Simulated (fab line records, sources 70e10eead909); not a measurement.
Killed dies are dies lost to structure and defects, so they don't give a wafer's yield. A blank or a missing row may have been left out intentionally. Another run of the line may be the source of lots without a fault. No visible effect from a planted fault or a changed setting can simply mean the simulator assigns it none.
Which tool is to blame? :: flow nandHarc :: 11 lots with 33 wafers sampled at 6 steps, on a route of 1159 steps

== WHAT THE GAUGES SHOWED, per wafer ==
NHARC_A_CHANNEL_HOLE_D1_INSPECT_40.
lot: L413
measured: day 9 08:39
on: defectInspect-01
rawDefectCount: 86 92 58

lot: L415
measured: day 9 12:56
on: defectInspect-02
rawDefectCount: 36 37 35

lot: L418
measured: day 10 00:36
on: defectInspect-02
rawDefectCount: 73 59 48

lot: L416
measured: day 10 05:24
on: defectInspect-01
rawDefectCount: 60 58 52

lot: L419
measured: day 10 08:07
on: defectInspect-02
rawDefectCount: 45 53 79

lot: L423
measured: day 11 15:13
on: defectInspect-02
rawDefectCount: 328 309 313

lot: L422
measured: day 12 04:24
on: defectInspect-01
rawDefectCount: 309 330 342

lot: L427
measured: day 12 13:29
on: defectInspect-02
rawDefectCount: 42 54 50

lot: L429
measured: day 12 23:56
on: defectInspect-01
rawDefectCount: 48 42 36

lot: L433
measured: day 13 22:31
on: defectInspect-01
rawDefectCount: 79 48 66

lot: L434
measured: day 14 19:08
on: defectInspect-01
rawDefectCount: 44 48 62

NHARC_END_SORT_01.
lot: L423
measured: day 22 08:38
on: prober-02
killedAtArray: 110 94 98
killedAtOther: 0 0 0
killedAtPeriphery: 4 3 4
killedDies: 114 97 102
killedOpen: 5 3 4
killedShort: 4 3 0

lot: L422
measured: day 22 15:31
on: prober-02
killedAtArray: 104 108 109
killedAtOther: 0 0 0
killedAtPeriphery: 1 1 0
killedDies: 105 109 109
killedOpen: 4 1 5
killedShort: 2 1 1

== TOOL THAT RAN EACH LOT (tool first, then ch and the chambers of the sampled wafers, then the start) ==
lot: L413
NHARC_A_CHANNEL_HOLE_D1_ETCH_38: rieDiel-10 ch 1,2, day 9 01:49
NHARC_A_CHANNEL_HOLE_D1_ETCH_34: rieDiel-10 ch 0,2, day 9 03:08 or earlier
NHARC_A_CHANNEL_HOLE_D1_ETCH_20: harEtch-01 ch 0,1, day 9 03:08
NHARC_A_CHANNEL_HOLE_D1_STRIP_27: rieDiel-10 ch 0,2, day 9 08:39 or earlier

lot: L415
NHARC_A_CHANNEL_HOLE_D1_ETCH_38: rieDiel-10 ch 0,2,3, day 9 04:02
NHARC_A_CHANNEL_HOLE_D1_ETCH_34: rieDiel-10 ch 1,2, day 9 07:21 or earlier
NHARC_A_CHANNEL_HOLE_D1_ETCH_20: harEtch-02 ch 0,1, day 9 07:21
NHARC_A_CHANNEL_HOLE_D1_STRIP_27: rieDiel-02 ch 1,2,3, day 9 12:56 or earlier

lot: L418
NHARC_A_CHANNEL_HOLE_D1_ETCH_38: rieDiel-02 ch 0,1,3, day 9 17:47
NHARC_A_CHANNEL_HOLE_D1_ETCH_34: rieDiel-02 ch 0,1,3, day 9 19:01 or earlier
NHARC_A_CHANNEL_HOLE_D1_ETCH_20: harEtch-01 ch 0,1, day 9 19:01
NHARC_A_CHANNEL_HOLE_D1_STRIP_27: rieDiel-06 ch 1,2,3, day 10 00:36 or earlier

lot: L416
NHARC_A_CHANNEL_HOLE_D1_ETCH_38: rieDiel-10 ch 0,1,2, day 9 20:06
NHARC_A_CHANNEL_HOLE_D1_ETCH_34: rieDiel-10 ch 0,1, day 9 23:50 or earlier
NHARC_A_CHANNEL_HOLE_D1_ETCH_20: harEtch-02 ch 0,1, day 9 23:50
NHARC_A_CHANNEL_HOLE_D1_STRIP_27: rieDiel-10 ch 0,2,3, day 10 05:24 or earlier

lot: L419
NHARC_A_CHANNEL_HOLE_D1_ETCH_38: rieDiel-10 ch 0,1,2, day 10 00:43
NHARC_A_CHANNEL_HOLE_D1_ETCH_34: rieDiel-10 ch 0,1, day 10 02:35 or earlier
NHARC_A_CHANNEL_HOLE_D1_ETCH_20: harEtch-01 ch 1, day 10 02:35
NHARC_A_CHANNEL_HOLE_D1_STRIP_27: rieDiel-10 ch 0,1, day 10 08:07 or earlier

lot: L423
NHARC_A_CHANNEL_HOLE_D1_ETCH_38: rieDiel-10 ch 1,2, day 11 08:16
NHARC_A_CHANNEL_HOLE_D1_ETCH_34: rieDiel-10 ch 1,2, day 11 09:38 or earlier
NHARC_A_CHANNEL_HOLE_D1_ETCH_20: harEtch-01 ch 0,1, day 11 09:38
NHARC_A_CHANNEL_HOLE_D1_STRIP_27: rieDiel-06 ch 1,2, day 11 15:13 or earlier

lot: L422
NHARC_A_CHANNEL_HOLE_D1_ETCH_38: rieDiel-10 ch 0,1, day 11 21:35
NHARC_A_CHANNEL_HOLE_D1_ETCH_34: rieDiel-10 ch 0,1, day 11 22:47 or earlier
NHARC_A_CHANNEL_HOLE_D1_ETCH_20: harEtch-01 ch 0,1, day 11 22:47
NHARC_A_CHANNEL_HOLE_D1_STRIP_27: rieDiel-06 ch 0,3, day 12 04:24 or earlier

lot: L427
NHARC_A_CHANNEL_HOLE_D1_ETCH_38: rieDiel-06 ch 0,1,2, day 12 06:41
NHARC_A_CHANNEL_HOLE_D1_ETCH_34: rieDiel-06 ch 0,2,3, day 12 07:53 or earlier
NHARC_A_CHANNEL_HOLE_D1_ETCH_20: harEtch-02 ch 0,1, day 12 07:53
NHARC_A_CHANNEL_HOLE_D1_STRIP_27: rieDiel-06 ch 0,2,3, day 12 13:29 or earlier

lot: L429
NHARC_A_CHANNEL_HOLE_D1_ETCH_38: rieDiel-06 ch 2,3, day 12 16:28
NHARC_A_CHANNEL_HOLE_D1_ETCH_34: rieDiel-06 ch 2,3, day 12 17:55 or earlier
NHARC_A_CHANNEL_HOLE_D1_ETCH_20: harEtch-02 ch 0,1, day 12 17:55
NHARC_A_CHANNEL_HOLE_D1_STRIP_27: rieDiel-02 ch 1,3, day 12 22:50

lot: L433
NHARC_A_CHANNEL_HOLE_D1_ETCH_38: rieDiel-02 ch 0,2, day 13 15:32
NHARC_A_CHANNEL_HOLE_D1_ETCH_34: rieDiel-02 ch 1,3, day 13 16:44 or earlier
NHARC_A_CHANNEL_HOLE_D1_ETCH_20: harEtch-02 ch 0,1, day 13 16:44
NHARC_A_CHANNEL_HOLE_D1_STRIP_27: rieDiel-02 ch 1,2,3, day 13 22:31 or earlier

lot: L434
NHARC_A_CHANNEL_HOLE_D1_ETCH_38: rieDiel-10 ch 0,2,3, day 14 12:20
NHARC_A_CHANNEL_HOLE_D1_ETCH_34: rieDiel-10 ch 0,2,3, day 14 13:33 or earlier
NHARC_A_CHANNEL_HOLE_D1_ETCH_20: harEtch-01 ch 0,1, day 14 13:33
NHARC_A_CHANNEL_HOLE_D1_STRIP_27: rieDiel-10 ch 0,2,3, day 14 19:08 or earlier
- NHARC_A_CHANNEL_HOLE_D1_ETCH_38: etches the open film in CF4, target depth 39 nm, time 65 s.
- NHARC_A_CHANNEL_HOLE_D1_ETCH_34: etches the open film in CF4/CHF3, target depth 154 nm, time 77 s.
- NHARC_A_CHANNEL_HOLE_D1_ETCH_20: etches the open film in C4F8/O2/Ar, time 361.9 s, target depth 1600 nm.
- NHARC_A_CHANNEL_HOLE_D1_STRIP_27: strips in O2.

== AS READ BY THE TOOLS THEMSELVES (means over the sampled wafers that have a number; for cases with no such wafer, the mark the record gives instead) ==
NHARC_A_CHANNEL_HOLE_D1_ETCH_38.
lot: L413
tool: rieDiel-10
drypumpMotorCurrentA (A): 5.66
oesProductAu (a.u.): 0.997
rfVppV (V): 150.2
showerheadPlenumPTorr (Torr): 1.72
throttleValvePct (%): 13.287

lot: L415
tool: rieDiel-10
drypumpMotorCurrentA (A): 5.96
oesProductAu (a.u.): 0.993
rfVppV (V): 151.6
showerheadPlenumPTorr (Torr): 1.76
throttleValvePct (%): 13.283

lot: L418
tool: rieDiel-02
drypumpMotorCurrentA (A): 5.91
oesProductAu (a.u.): 1.002
rfVppV (V): 151.9
showerheadPlenumPTorr (Torr): 1.76
throttleValvePct (%): 13.280

lot: L416
tool: rieDiel-10
drypumpMotorCurrentA (A): 5.70
oesProductAu (a.u.): 0.996
rfVppV (V): 151.6
showerheadPlenumPTorr (Torr): 1.75
throttleValvePct (%): 13.288

lot: L419
tool: rieDiel-10
drypumpMotorCurrentA (A): 5.68
oesProductAu (a.u.): 0.996
rfVppV (V): 151.0
showerheadPlenumPTorr (Torr): 1.75
throttleValvePct (%): 13.283

lot: L423
tool: rieDiel-10
drypumpMotorCurrentA (A): 5.51
oesProductAu (a.u.): 1.003
rfVppV (V): 150.5
showerheadPlenumPTorr (Torr): 1.71
throttleValvePct (%): 13.288

lot: L422
tool: rieDiel-10
drypumpMotorCurrentA (A): 5.68
oesProductAu (a.u.): 0.997
rfVppV (V): 150.6
showerheadPlenumPTorr (Torr): 1.77
throttleValvePct (%): 13.289

lot: L427
tool: rieDiel-06
drypumpMotorCurrentA (A): 5.97
oesProductAu (a.u.): 0.997
rfVppV (V): 151.3
showerheadPlenumPTorr (Torr): 1.77
throttleValvePct (%): 13.285

lot: L429
tool: rieDiel-06
drypumpMotorCurrentA (A): 5.87
oesProductAu (a.u.): 1.005
rfVppV (V): 151.1
showerheadPlenumPTorr (Torr): 1.74
throttleValvePct (%): 13.281

lot: L433
tool: rieDiel-02
drypumpMotorCurrentA (A): 5.85
oesProductAu (a.u.): 1.001
rfVppV (V): 152.1
showerheadPlenumPTorr (Torr): 1.83
throttleValvePct (%): 13.279

lot: L434
tool: rieDiel-10
drypumpMotorCurrentA (A): 5.95
oesProductAu (a.u.): 0.994
rfVppV (V): 150.3
showerheadPlenumPTorr (Torr): 1.76
throttleValvePct (%): 13.282

NHARC_A_CHANNEL_HOLE_D1_ETCH_34.
lot: L413
tool: rieDiel-10
drypumpMotorCurrentA (A): 5.85
oesProductAu (a.u.): 0.978
rfVppV (V): 370.6
showerheadPlenumPTorr (Torr): 1.57
throttleValvePct (%): 16.800

lot: L415
tool: rieDiel-10
drypumpMotorCurrentA (A): 5.67
oesProductAu (a.u.): 0.971
rfVppV (V): 369.3
showerheadPlenumPTorr (Torr): 1.53
throttleValvePct (%): 16.807

lot: L418
tool: rieDiel-02
drypumpMotorCurrentA (A): 5.92
oesProductAu (a.u.): 0.928
rfVppV (V): 369.8
showerheadPlenumPTorr (Torr): 1.57
throttleValvePct (%): 16.789

lot: L416
tool: rieDiel-10
drypumpMotorCurrentA (A): 5.71
oesProductAu (a.u.): 0.949
rfVppV (V): 370.6
showerheadPlenumPTorr (Torr): 1.57
throttleValvePct (%): 16.805

lot: L419
tool: rieDiel-10
drypumpMotorCurrentA (A): 5.51
oesProductAu (a.u.): 0.968
rfVppV (V): 369.5
showerheadPlenumPTorr (Torr): 1.54
throttleValvePct (%): 16.801

lot: L423
tool: rieDiel-10
drypumpMotorCurrentA (A): 5.67
oesProductAu (a.u.): 0.963
rfVppV (V): 368.4
showerheadPlenumPTorr (Torr): 1.53
throttleValvePct (%): 16.805

lot: L422
tool: rieDiel-10
drypumpMotorCurrentA (A): 5.51
oesProductAu (a.u.): 0.925
rfVppV (V): 369.3
showerheadPlenumPTorr (Torr): 1.54
throttleValvePct (%): 16.801

lot: L427
tool: rieDiel-06
drypumpMotorCurrentA (A): 5.96
oesProductAu (a.u.): 0.975
rfVppV (V): 369.2
showerheadPlenumPTorr (Torr): 1.56
throttleValvePct (%): 16.797

lot: L429
tool: rieDiel-06
drypumpMotorCurrentA (A): 5.88
oesProductAu (a.u.): 0.965
rfVppV (V): 369.7
showerheadPlenumPTorr (Torr): 1.55
throttleValvePct (%): 16.798

lot: L433
tool: rieDiel-02
drypumpMotorCurrentA (A): 5.95
oesProductAu (a.u.): 0.927
rfVppV (V): 369.3
showerheadPlenumPTorr (Torr): 1.53
throttleValvePct (%): 16.799

lot: L434
tool: rieDiel-10
drypumpMotorCurrentA (A): 5.98
oesProductAu (a.u.): 0.924
rfVppV (V): 370.1
showerheadPlenumPTorr (Torr): 1.56
throttleValvePct (%): 16.809

NHARC_A_CHANNEL_HOLE_D1_ETCH_20.
lot: L413
tool: harEtch-01
drypumpMotorCurrentA (A): 5.6
heBacksideLeakSccm (sccm): 5.43
showerheadPlenumPTorr (Torr): 3.66
throttleValvePct (%): 32.154

lot: L415
tool: harEtch-02
drypumpMotorCurrentA (A): 5.9
heBacksideLeakSccm (sccm): 5.29
showerheadPlenumPTorr (Torr): 3.73
throttleValvePct (%): 32.145

lot: L418
tool: harEtch-01
drypumpMotorCurrentA (A): 5.6
heBacksideLeakSccm (sccm): 5.30
showerheadPlenumPTorr (Torr): 3.65
throttleValvePct (%): 32.154

lot: L416
tool: harEtch-02
drypumpMotorCurrentA (A): 5.6
heBacksideLeakSccm (sccm): 5.57
showerheadPlenumPTorr (Torr): 3.64
throttleValvePct (%): 32.149

lot: L419
tool: harEtch-01
drypumpMotorCurrentA (A): 5.2
heBacksideLeakSccm (sccm): 5.44
showerheadPlenumPTorr (Torr): 3.60
throttleValvePct (%): 32.164

lot: L423
tool: harEtch-01
drypumpMotorCurrentA (A): 5.8
heBacksideLeakSccm (sccm): 5.45
showerheadPlenumPTorr (Torr): 3.68
throttleValvePct (%): 32.159

lot: L422
tool: harEtch-01
drypumpMotorCurrentA (A): 5.9
heBacksideLeakSccm (sccm): 5.36
showerheadPlenumPTorr (Torr): 3.68
throttleValvePct (%): 32.150

lot: L427
tool: harEtch-02
drypumpMotorCurrentA (A): 5.6
heBacksideLeakSccm (sccm): 5.32
showerheadPlenumPTorr (Torr): 3.62
throttleValvePct (%): 32.168

lot: L429
tool: harEtch-02
drypumpMotorCurrentA (A): 5.9
heBacksideLeakSccm (sccm): 5.37
showerheadPlenumPTorr (Torr): 3.70
throttleValvePct (%): 32.150

lot: L433
tool: harEtch-02
drypumpMotorCurrentA (A): 5.9
heBacksideLeakSccm (sccm): 5.47
showerheadPlenumPTorr (Torr): 3.70
throttleValvePct (%): 32.156

lot: L434
tool: harEtch-01
drypumpMotorCurrentA (A): 5.6
heBacksideLeakSccm (sccm): 4.69
showerheadPlenumPTorr (Torr): 3.62
throttleValvePct (%): 32.158

NHARC_A_CHANNEL_HOLE_D1_STRIP_27.
lot: L413
tool: rieDiel-10
drypumpMotorCurrentA (A): 5.87
oesProductAu (a.u.): 0.998
rfVppV (V): 57.8
showerheadPlenumPTorr (Torr): 3.56
throttleValvePct (%): 17.035

lot: L415
tool: rieDiel-02
drypumpMotorCurrentA (A): 6.01
oesProductAu (a.u.): 1.002
rfVppV (V): 57.7
showerheadPlenumPTorr (Torr): 3.53
throttleValvePct (%): 17.031

lot: L418
tool: rieDiel-06
drypumpMotorCurrentA (A): 5.88
oesProductAu (a.u.): 0.996
rfVppV (V): 57.8
showerheadPlenumPTorr (Torr): 3.51
throttleValvePct (%): 17.037

lot: L416
tool: rieDiel-10
drypumpMotorCurrentA (A): 5.99
oesProductAu (a.u.): 0.990
rfVppV (V): 57.7
showerheadPlenumPTorr (Torr): 3.51
throttleValvePct (%): 17.031

lot: L419
tool: rieDiel-10
drypumpMotorCurrentA (A): 5.52
oesProductAu (a.u.): 0.998
rfVppV (V): 56.6
showerheadPlenumPTorr (Torr): 3.45
throttleValvePct (%): 17.036

lot: L423
tool: rieDiel-06
drypumpMotorCurrentA (A): 5.88
oesProductAu (a.u.): 1.006
rfVppV (V): 57.9
showerheadPlenumPTorr (Torr): 3.54
throttleValvePct (%): 17.027

lot: L422
tool: rieDiel-06
drypumpMotorCurrentA (A): 5.99
oesProductAu (a.u.): 1.001
rfVppV (V): 57.2
showerheadPlenumPTorr (Torr): 3.46
throttleValvePct (%): 17.033

lot: L427
tool: rieDiel-06
drypumpMotorCurrentA (A): 5.99
oesProductAu (a.u.): 1.000
rfVppV (V): 56.8
showerheadPlenumPTorr (Torr): 3.49
throttleValvePct (%): 17.039

lot: L429
tool: rieDiel-02
drypumpMotorCurrentA (A): 5.93
oesProductAu (a.u.): 1.010
rfVppV (V): 56.9
showerheadPlenumPTorr (Torr): 3.42
throttleValvePct (%): 17.036

lot: L433
tool: rieDiel-02
drypumpMotorCurrentA (A): 5.99
oesProductAu (a.u.): 1.006
rfVppV (V): 56.9
showerheadPlenumPTorr (Torr): 3.53
throttleValvePct (%): 17.033

lot: L434
tool: rieDiel-10
drypumpMotorCurrentA (A): 5.99
oesProductAu (a.u.): 0.998
rfVppV (V): 58.5
showerheadPlenumPTorr (Torr): 3.50
throttleValvePct (%): 17.032

== THE ANSWER, worked out from the rows above alone ==
Rule: the usual values come from the lots themselves. Put in order of their means at a reading, lots are off if they are a third of the lots or fewer, leave a main group of 4 or more, and stand apart from it by a gap of 3 or more times the standard deviation of the main group's means; of several such gaps the widest counts. The tables above print the reading to a certain number of digits; a main group whose means all agree to those digits is not used. A lot without any number at a reading at which 4 lots or more have one is off too. Where the step has rows for the other lots, those lots are counted as sound. First the gauges in route order, then the tools' own readings, where a lot's mean is used as printed above. The first step at which some lot is off is used, and at that step the reading that is off furthest; a lot without a number counts as furthest.
Off: L423, L422 (NHARC_A_CHANNEL_HOLE_D1_INSPECT_40, rawDefectCount). The main group has a mean of 55 with a standard deviation of 12.
If a tool, at a process step before that reading, ran all the lots that are off and no sound lot after the first of them, it fits. The gauges at NHARC_A_CHANNEL_HOLE_D1_INSPECT_40 are tried like those tools. NHARC_A_CHANNEL_HOLE_D1_ETCH_34 gives no start for some lots, so the hours and the order of its lots are those of NHARC_A_CHANNEL_HOLE_D1_ETCH_20. NHARC_A_CHANNEL_HOLE_D1_STRIP_27 gives no start for some lots, so the hours and the order of its lots are those of NHARC_A_CHANNEL_HOLE_D1_INSPECT_40. None of those tried fits.

== WHAT THE SIMULATOR HAD INSERTED ==
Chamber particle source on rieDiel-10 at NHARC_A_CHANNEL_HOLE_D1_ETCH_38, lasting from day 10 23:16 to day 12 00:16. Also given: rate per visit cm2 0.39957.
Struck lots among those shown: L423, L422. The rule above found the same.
